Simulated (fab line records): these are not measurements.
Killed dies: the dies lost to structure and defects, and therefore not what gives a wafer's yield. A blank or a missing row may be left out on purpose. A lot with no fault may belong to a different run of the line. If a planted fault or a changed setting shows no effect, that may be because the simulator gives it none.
Lot-split experiment | flow n5-finfet | on a route of 1938 steps: 7 lots, 39 wafers read

## ABOUT THE SPLIT
At N5_MOL_CONTACT_COAG_ALD_123 (deposits SiNx, target thk 5 nm, pulse time 1 s, purge time 2 s), the setting ald-cycles was moved away from the recipe's 100 on 9 of the 39 wafers read, by -15.0% to +6.0%. For the rest of the wafers, this setting stayed at what the recipe calls for.

## FROM THE SPLIT TO THE READING: what the file shows between them, 14 steps
- N5_MOL_CONTACT_COAG_EXPOSE_81: exposes mask VG, defocus 0 nm (also split here: dose-mj)
- N5_MOL_CONTACT_COAG_PEB_82: peb time 60 s
- N5_MOL_CONTACT_COAG_DEVELOP_83: develop time 30 s
- N5_MOL_CONTACT_COAG_CD_MEAS_84: target cd 25.1 nm
- N5_MOL_CONTACT_COAG_ALD_131: deposits SiO2, target thk 5 nm, pulse time 1 s, co reactant pulse time 1 s (also split here: ald-cycles)
- N5_MOL_CONTACT_COAG_ETCHBACK_132: etches SiO2 in CHF3, target depth 10 nm, time 6.7 s
- N5_MOL_CONTACT_COAG_ETCH_91: etches SOC in N2/H2, target depth 60 nm, overetch 21 nm, time 101.2 s
- N5_MOL_CONTACT_COAG_PRECLEAN_144: cleans in alkaline clean, time 60 s
- N5_MOL_CONTACT_COAG_SRD_145: time 30 s
- N5_MOL_CONTACT_COAG_CD_MEAS_137: target cd 16 nm
- N5_MOL_CONTACT_COAG_COAT_62: time 60 s, resist thk 60 nm
- N5_MOL_CONTACT_COAG_COAT_63: time 60 s, resist thk 10 nm
- N5_MOL_CONTACT_COAG_STRIP_120: strips in CHF3
- N5_MOL_CONTACT_COAG_VIA_ETCH_117: etches SiO2 in C4F6/O2, target depth 40 nm, overetch 8 nm, time 26 s

## THE READING
etch.depth-nm (the simulator's own value, which no gauge read), in nm, at N5_MOL_CONTACT_COAG_ETCH_124 (etches SiNx in CH3F/O2, stops on SiOC, target depth 6.5 nm). No usual value for it is given in the file. Across the 30 wafers here that went through the recipe, the average is 4.994 nm and the standard deviation 0.017 nm.

wafer  | tool, chamber at the split | ald-cycles as run | against the recipe | etch.depth-nm, nm | against lot-mates on the recipe
L076.1 | ald-sin-03, 2,0,1,3,0,1    | 100               | recipe             | 4.976             | -
L076.2 | ald-sin-03, 2,0,1,3,0,1    | 100               | recipe             | 5.026             | -
L076.3 | ald-sin-03, 2,0,1,3,0,1    | 100               | recipe             | 4.995             | -
L076.4 | ald-sin-03, 2,0,1,3,0,1    | 100               | recipe             | 5.013             | -
L076.5 | ald-sin-03, 2,0,1,3,0,1    | 100               | recipe             | 4.99              | -
L076.6 | ald-sin-03, 2,0,1,3,0,1    | 100               | recipe             | 4.99              | -
L077.1 | ald-sin-03, 3,0,2,1,0,1    | 100               | recipe             | 5.007             | -
L077.2 | ald-sin-03, 3,0,2,1,0,1    | 100               | recipe             | 4.984             | -
L077.3 | ald-sin-03, 3,0,2,1,0,1    | 100               | recipe             | 4.985             | -
L077.4 | ald-sin-03, 3,0,2,1,0,1    | 100               | recipe             | 4.997             | -
L077.5 | ald-sin-03, 3,0,2,1,0,1    | 100               | recipe             | 4.99              | -
L077.6 | ald-sin-03, 3,0,2,1,0,1    | 100               | recipe             | 5.013             | -
L080.1 | ald-sin-04, 0,1,2          | 100               | recipe             | 5.013             | -
L080.2 | ald-sin-04, 2,3,1          | 106               | +6.0%              | 5.307             | +0.287
L080.3 | ald-sin-04, 0,1,2          | 100               | recipe             | 5.023             | -
L080.4 | ald-sin-04, 2,3,1          | 106               | +6.0%              | 5.315             | +0.295
L080.5 | ald-sin-04, 2,3,1          | 106               | +6.0%              | 5.325             | +0.305
L080.6 | ald-sin-04, 0,1,2          | 100               | recipe             | 5.025             | -
L081.1 | ald-sin-03, 1,3,0          | 100               | recipe             | 5.005             | -
L081.2 | ald-sin-03, 0,3,1          | 88                | -12.0%             | 4.396             | -0.599
L081.3 | ald-sin-03, 1,3,0          | 100               | recipe             | 4.992             | -
L081.4 | ald-sin-03, 0,3,1          | 88                | -12.0%             | 4.411             | -0.584
L081.5 | ald-sin-03, 1,3,0          | 100               | recipe             | 4.988             | -
L081.6 | ald-sin-03, 0,3,1          | 88                | -12.0%             | 4.39              | -0.605
L085.1 | ald-sin-04, 0,3,1          | 100               | recipe             | 4.964             | -
L085.2 | ald-sin-04, 1,2,0          | 85                | -15.0%             | 4.231             | -0.748
L085.3 | ald-sin-04, 0,3,1          | 100               | recipe             | 4.977             | -
L085.4 | ald-sin-04, 1,2,0          | 85                | -15.0%             | 4.203             | -0.776
L085.5 | ald-sin-04, 1,2,0          | 85                | -15.0%             | 4.224             | -0.755
L085.6 | ald-sin-04, 0,3,1          | 100               | recipe             | 4.997             | -
L093.2 | ald-sin-02, 2,1,0          | 100               | recipe             | 5                 | -
L093.5 | ald-sin-02, 2,1,0          | 100               | recipe             | 4.997             | -
L093.6 | ald-sin-02, 2,1,0          | 100               | recipe             | 5.012             | -
L094.1 | ald-sin-03, 1,0,2,3,1,0    | 100               | recipe             | 4.976             | -
L094.4 | ald-sin-03, 1,0,2,3,1,0    | 100               | recipe             | 4.976             | -
L094.2 | ald-sin-03, 1,0,2,3,1,0    | 100               | recipe             | 4.972             | -
L094.3 | ald-sin-03, 1,0,2,3,1,0    | 100               | recipe             | 4.989             | -
L094.5 | ald-sin-03, 1,0,2,3,1,0    | 100               | recipe             | 4.963             | -
L094.6 | ald-sin-03, 1,0,2,3,1,0    | 100               | recipe             | 4.978             | -
When a row names more than one chamber, that row covers several wafers, and the file does not tell which wafer ran in which chamber.

THE FIT
A straight line over all 39 wafers: etch.depth-nm changes by +0.0512 nm for each +1% of ald-cycles; r = +1.00; the points scatter about the line by 0.017 nm.
The same after taking each lot's own level away (the mean of its wafers on the recipe; 39 wafers): +0.0502 nm for each +1%; r = +1.00; scatter 0.011 nm.
Per that fit: largest ald-cycles move, reading shift of 0.75 nm.
The span of the lots' own levels, 4.9757 to 5.0203 nm, comes to 2.6 times the standard deviation stated above.
Hence the lot-to-lot level has little effect on the slope; both slopes agree.
Check: with one of the wafers moved furthest among these (-15.0%) left out of the fit, the line predicts -0.754 nm for it against its lot-mates. Against them it came out at -0.748 nm.

## ADDITIONAL SPLITS CARRIED BY THESE WAFERS
These wafers also went through other splits before the reading. Each is held against what the fit with the lots' levels taken away leaves over:
other split on the same wafers         | wafers away from the commonest value | r with etch.depth-nm (lot level and that fit taken away)
N5_FIN_SAQP_ETCH_34 source-w           | 15                                   | +0.03
N5_DUMMY_GATE_ETCH_32 time-s           | 15                                   | +0.23
N5_HKMG_FIN_ETCH_58 bias-w             | 15                                   | +0.22
N5_MOL_CONTACT_COAG_EXPOSE_81 dose-mj  | 15                                   | -0.07
N5_MOL_CONTACT_COAG_ALD_131 ald-cycles | 15                                   | +0.04

## THE WHOLE CHAIN: every reading that the file lists as answering this split, in the file's order
step                         | what it does                                                   | reading                                                                                  | change (the file's fit)                | r (the file's)
N5_MOL_CONTACT_COAG_ALD_123  | deposits SiNx, target thk 5 nm, pulse time 1 s, purge time 2 s | SiNx_of_MOL_CONTACT_COAG_ALD_123.thk-nm (the simulator's own value, which no gauge read) | +0.0533 nm for each +1% of the setting | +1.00
N5_MOL_CONTACT_COAG_ETCH_124 | etches SiNx in CH3F/O2, stops on SiOC, target depth 6.5 nm     | etch.depth-nm (the simulator's own value, which no gauge read)                           | +0.0502 nm for each +1% of the setting | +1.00

## FILE'S OWN FIT
etch.depth-nm changes by +0.0502 nm for each +1% of ald-cycles, r = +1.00.
